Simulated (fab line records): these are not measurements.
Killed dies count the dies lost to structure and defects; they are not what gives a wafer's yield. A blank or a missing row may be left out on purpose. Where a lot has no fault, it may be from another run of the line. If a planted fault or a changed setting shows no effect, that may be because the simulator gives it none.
Struck lot and sound lot, side by side    flow n5_finfet    15 steps out of a route of 1938
Sound: the wafers L157.1, L157.5, L157.6. Struck: wafer L165.5; the same lot's L165.4 was not struck, so it is left out; see the end for the cause.
At each step with rows: each side's tool, then ch and its chambers, then its first start. Under that, the readings that differ: sound wafers    struck wafers    difference of the means    sigmas: that difference in standard deviations of wafers without a fault.
alike: readings with means less than 2 such deviations apart, plus words and numbers identical on both sides. not compared: withheld readings, readings lacking a value on some wafer, bounds such as >300 that could conceal the same value, and numbers that have no deviation in the record and whose values overlap.
A row with sigmas, a row that says differs or no value, or rows on one side alone: a step with any of these is where the two part. Numbers that have no deviation but don't overlap get no sigmas and don't part them. A reading missing from all wafers of one side parts the sides only when that side holds two or more wafers.

first, 3 steps without rows for these wafers: N5_BEOL_M6_EXPOSE_25 (exposes mask V5, target cd 40 nm); N5_BEOL_M6_PEB_26 (peb time 60 s); N5_BEOL_M6_DEVELOP_27 (develop time 30 s).
N5_BEOL_M6_CD_MEAS_28: target cd 40 nm.
  sound on cd_sem-03 ch 0, day 13 01:43; struck on cd_sem-02 ch 0, day 14 21:05
  alike: cd_nm
N5_BEOL_M6_OVL_MEAS_29:
  sound on overlay-01 ch 0, day 13 01:45; struck on overlay-02 ch 0, day 14 21:08
  alike: V5_OVL
N5_BEOL_M6_INSPECT_30: inspects for defects (brightfield).
  sound on defect_inspect-01, day 13 01:49; struck on defect_inspect-01, day 14 21:10
  alike: raw_defect_count
N5_BEOL_M6_DESCUM_33: chemistry O2, time 7 s.
  sound on rie_diel-01 ch 0,1, day 13 01:50; struck on rie_diel-01 ch 0, day 14 21:13
reading       sound              struck  difference  sigmas
rf_vpp_V (V)  244.6 246.2 241.9  240.6   -3.6        -3
  alike: bias_power_w, drypump_motor_current_A, oes_product_au, showerhead_plenum_p_Torr, throttle_valve_pct
  not compared: rf_hours_counter_h
N5_BEOL_M6_ETCH_72: etches underlayer in N2/H2, target depth 6.5 nm, time 5.2 s.
  sound on rie_diel-01 ch 0,1, day 13 01:53; struck on rie_diel-01 ch 0, day 14 21:15
  alike: drypump_motor_current_A, etch_rf_on_time_s, oes_product_au, rf_vpp_V, showerhead_plenum_p_Torr, throttle_valve_pct
  not compared: rf_hours_counter_h
N5_BEOL_M6_ETCH_65: etches SiARC in CF4, target depth 15.6 nm, time 26 s.
  sound on rie_diel-01 ch 0,1, day 13 01:54; struck on rie_diel-01 ch 0, day 14 21:16
  alike: drypump_motor_current_A, etch_rf_on_time_s, oes_product_au, rf_vpp_V, showerhead_plenum_p_Torr, throttle_valve_pct
  not compared: rf_hours_counter_h
N5_BEOL_M6_ETCH_66: etches SOC in N2/H2, target depth 80 nm, overetch 16 nm, time 120 s.
  sound on rie_diel-01 ch 0,1, day 13 01:55; struck on rie_diel-01 ch 0, day 14 21:17
  alike: drypump_motor_current_A, oes_product_au, rf_vpp_V, showerhead_plenum_p_Torr, throttle_valve_pct
  not compared: rf_hours_counter_h
then, 2 steps without rows for these wafers: N5_BEOL_M6_STRIP_69 (strips in N2/H2); N5_BEOL_M6_STRIP_73 (strips in N2/H2).
N5_BEOL_M6_VIA_ETCH_34: etches SiCOH lowk in C4F6/O2, target depth 126.3 nm, time 50.9 s.
  sound on rie_diel-01 ch 0,1, day 13 02:01; struck on rie_diel-01 ch 0, day 14 21:23
reading                                   sound              struck  difference  sigmas
oes_product_au (a.u.)                     0.81 0.81 0.80     1.08    +0.27       +4
rf_vpp_V (V)                              714 713 628        627     -58         -2
model.etch.depth_nm (nm)                  128.7 129.6 129.6  205.9   +76.6       
model.SOC_of_BEOL_M6_COAT_63.thk_nm (nm)  54 53.8 54         50.2    -3.7        
model.BEOL_M6.cd_nm (nm)                  39.2 39.4 40       41      +1          
  alike: drypump_motor_current_A, oes_ar_750_au, showerhead_plenum_p_Torr, throttle_valve_pct
  not compared: rf_hours_counter_h
then, 1 step without rows for these wafers: N5_BEOL_M6_STRIP_76 (strips in C4F6/O2).
N5_PASSIVATION_PROBE_49:
  rows exist in the record for the sound wafers here (prober-01, day 16 10:29), none for the struck ones

## WHERE THEY PART
Last at N5_PASSIVATION_PROBE_49 as far as this record goes, first at N5_BEOL_M6_DESCUM_33.

WHY: what the simulator had put in
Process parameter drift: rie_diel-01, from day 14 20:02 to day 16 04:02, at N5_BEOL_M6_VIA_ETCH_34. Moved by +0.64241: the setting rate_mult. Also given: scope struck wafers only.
